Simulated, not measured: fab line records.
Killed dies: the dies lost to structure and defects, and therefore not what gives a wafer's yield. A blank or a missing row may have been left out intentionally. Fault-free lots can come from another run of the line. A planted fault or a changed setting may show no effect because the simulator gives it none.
2 desks looking at one fault	flow nand-harc	each desk holds nothing but its own numbers, with what lay behind them at the end

AT THE TOOL OWNER'S DESK: rie-diel-08
The tool's own readings at NHARC_THIN_TSV_ETCH_44 (etches the open film in CF4/O2, target depth 1594.2 nm, time 797.1 s): means of the sampled wafers that have a number, for each lot that ran on this tool. Any lot whose mean is over 4 standard deviations away from the usual mean is out of limits and marked OUT; that distance is given in the brackets.
Columns: A = drypump-motor-current-A at NHARC_THIN_TSV_ETCH_44, usual 5.7 A; B = oes-product-au at NHARC_THIN_TSV_ETCH_44, usual 1.004 a.u.; C = rf-vpp-V at NHARC_THIN_TSV_ETCH_44, usual 794 V; D = run-length-s at NHARC_THIN_TSV_ETCH_44, usual 818.5 s; E = showerhead-plenum-p-Torr at NHARC_THIN_TSV_ETCH_44, usual 1.82 Torr; F = throttle-valve-pct at NHARC_THIN_TSV_ETCH_44, usual 16.916 %
lot	first seen here	A	B	C	D	E	F
L162	day 19 05:22	6.1	0.994	795	818.2	1.86	16.915
L167	day 20 04:00	5.6	1.004	791	818.6	1.77	16.925
L168	day 20 05:11	5.6	1.007	790	818.3	1.77	16.925
L173	day 21 19:55	5.9	1.017	792	626.4 (-99 or more) OUT	1.82	16.912
L174	day 22 18:04	5.6	1.013	792	626.3 (-99 or more) OUT	1.79	16.914
This desk's finding: out of limits on L173, L174; first on L173, day 21 19:55 (run-length-s at NHARC_THIN_TSV_ETCH_44). L162, L167, L168: within limits.

THE METROLOGY DESK
What the gauges read, lot by lot, whatever tool the lot ran on: means of the sampled wafers that have a number. Any lot whose mean is over 4 standard deviations away from the usual mean is out of limits and marked OUT; that distance is given in the brackets.
Columns: A = cd-nm at NHARC_THIN_TSV_CD_MEAS_12, usual 1000.6 nm
lot	first seen here	A
L162	day 19 05:07	999.8
L165	day 19 07:40	1000.9
L166	day 20 02:31	1004.1
L167	day 20 03:42	999.9
L168	day 20 04:56	1001.6
L172	day 21 07:31	1000.8
L173	day 21 19:40	1000.2
L174	day 22 17:46	1002.0
L183	day 23 23:31	1002.1
L185	day 24 03:37	998.8
L184	day 24 10:40	998.8
This desk's verdict: no lot among the 11 shows anything out of limits.

TAKEN TOGETHER
The tool owner's desk could have raised an alarm at day 21 19:55, on L173, L174.
At the metrology desk, nothing out of limits was observed.
The metrology desk holds a record of L173, L174, inside its limits.
Of the lots named, all ran NHARC_THIN_TSV_ETCH_44 on rie-diel-08.

WHAT THE SIMULATOR HAD INSERTED
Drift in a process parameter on rie-diel-08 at NHARC_THIN_TSV_ETCH_44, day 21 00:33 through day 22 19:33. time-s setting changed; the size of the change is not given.
Lots struck among those shown: L173, L174.
Hours from the fault's start to each desk's first reading out of limits: the tool owner's desk, 19.
